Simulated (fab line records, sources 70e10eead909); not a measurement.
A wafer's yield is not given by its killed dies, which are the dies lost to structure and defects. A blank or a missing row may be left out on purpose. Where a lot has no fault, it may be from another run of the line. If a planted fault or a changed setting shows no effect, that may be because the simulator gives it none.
The tool behind it: which one? -- flow nand-harc -- 11 lots with 33 wafers sampled at 5 steps, on a route of 1159 steps

## WHAT THE GAUGES SHOWED, per wafer
NHARC_END_SORT_01.
lot,measured,on,defect-limited-yield (%)
L123,day 19 09:19,prober-01,97.3 96.2 96.5
L125,day 20 03:52,prober-02,98.8 97.3 97.8
L122,day 19 20:50,prober-02,95.7 96.9 94.4
L127,day 20 19:25,prober-02,96.3 96.3 96.3
L130,day 21 13:59,prober-02,95.9 95.6 94.8
L128,day 22 05:53,prober-02,94.1 93.5 93.2
L132,day 23 06:07,prober-02,96.8 95.3 95.7
L134,day 22 22:19,prober-02,95.7 94.7 96.2
L137,day 24 05:35,prober-02,95.6 95.7 96.0
L135,day 24 21:59,prober-02,94.5 93.5 93.8
L140,day 24 12:34,prober-02,94.2 94.2 94.1

## EACH LOT AND THE TOOL THAT RAN IT (in order: tool; ch and the chambers of the sampled wafers; start)
lot,NHARC_A_BLC_ALD_23,NHARC_A_BLC_CVD_24,NHARC_A_M0_DEVELOP_08,NHARC_A_M0_ETCH_34
L123,"ald-metal-01 ch 0,1, day 17 14:04","cvd-w-02 ch 0,1, day 17 18:00 or earlier","litho-track-06 ch 0, day 17 18:00","rie-diel-11 ch 1,3, day 17 18:23"
L125,"ald-metal-01 ch 1,2,3, day 17 20:40","cvd-w-02 ch 0,1, day 18 03:00 or earlier","litho-track-04 ch 0, day 18 03:00","rie-diel-12 ch 1,2,3, day 18 04:02"
L122,"ald-metal-02 ch 1,3, day 18 00:10","cvd-w-01 ch 0,1, day 18 04:00 or earlier","litho-track-01 ch 0, day 18 04:00","rie-diel-02 ch 1,2, day 18 04:38"
L127,"ald-metal-03 ch 0,2,3, day 18 06:19","cvd-w-02 ch 0,1, day 18 08:00 or earlier","litho-track-01 ch 0, day 18 08:00","rie-diel-02 ch 1,2,3, day 18 08:37"
L130,"ald-metal-02 ch 0,1,3, day 19 17:44","cvd-w-02 ch 0,1, day 19 20:00 or earlier","litho-track-06 ch 0, day 19 20:00","rie-diel-02 ch 0,2,3, day 19 21:07"
L128,"ald-metal-01 ch 0,1,3, day 19 23:15","cvd-w-02 ch 0,1, day 20 04:00 or earlier","litho-track-06 ch 0, day 20 04:00","rie-diel-02 ch 1,2, day 20 04:55"
L132,"ald-metal-02 ch 0,3, day 20 05:44","cvd-w-01 ch 1, day 20 11:00 or earlier","litho-track-04 ch 0, day 20 11:00","rie-diel-02 ch 1,2, day 20 11:34"
L134,"ald-metal-03 ch 1,2, day 20 10:37","cvd-w-02 ch 1, day 20 10:56","litho-track-01 ch 0, day 20 12:00","rie-diel-02 ch 1,2, day 20 13:07"
L137,"ald-metal-02 ch 0,1, day 21 06:17","cvd-w-02 ch 0,1, day 21 11:00 or earlier","litho-track-01 ch 0, day 21 11:00","rie-diel-02 ch 0,2, day 21 11:28"
L135,"ald-metal-03 ch 2,3, day 21 07:23","cvd-w-02 ch 0,1, day 21 11:00 or earlier","litho-track-01 ch 0, day 21 11:00","rie-diel-02 ch 0,1,2, day 21 12:01"
L140,"ald-metal-03 ch 0,1,2, day 21 12:34","cvd-w-01 ch 0,1, day 21 17:00 or earlier","litho-track-01 ch 0, day 21 17:00","rie-diel-11 ch 1,3, day 21 18:17"
- NHARC_A_BLC_ALD_23: deposits TiN, target thk 3 nm, pulse time 1 s, ald cycles 150.
- NHARC_A_BLC_CVD_24: deposits W, target thk 150 nm, time 434 s.
- NHARC_A_M0_DEVELOP_08: develop time 35 s.
- NHARC_A_M0_ETCH_34: etches the open film in N2/H2, target depth 40 nm, overetch 12 nm, time 43.94 s.

## THE ANSWER, worked out from the rows above alone
Rule: usual is defined by the lots themselves. The widest of any qualifying gaps counts: lots, ordered by their means at a reading, are off when they make up no more than a third of the lots, leave a main group of 4 or more, and stand apart from it by 3 or more times the standard deviation of that group's means. A main group whose means are all the same, to the digits that the tables above print for the reading, isn't used. Also off: a lot with no number at a reading for which 4 or more lots have one. All remaining lots with rows at the step are treated as sound.
None of the lots is off at any reading shown; this tells nothing.

## WHAT THE SIMULATOR HAD PUT IN
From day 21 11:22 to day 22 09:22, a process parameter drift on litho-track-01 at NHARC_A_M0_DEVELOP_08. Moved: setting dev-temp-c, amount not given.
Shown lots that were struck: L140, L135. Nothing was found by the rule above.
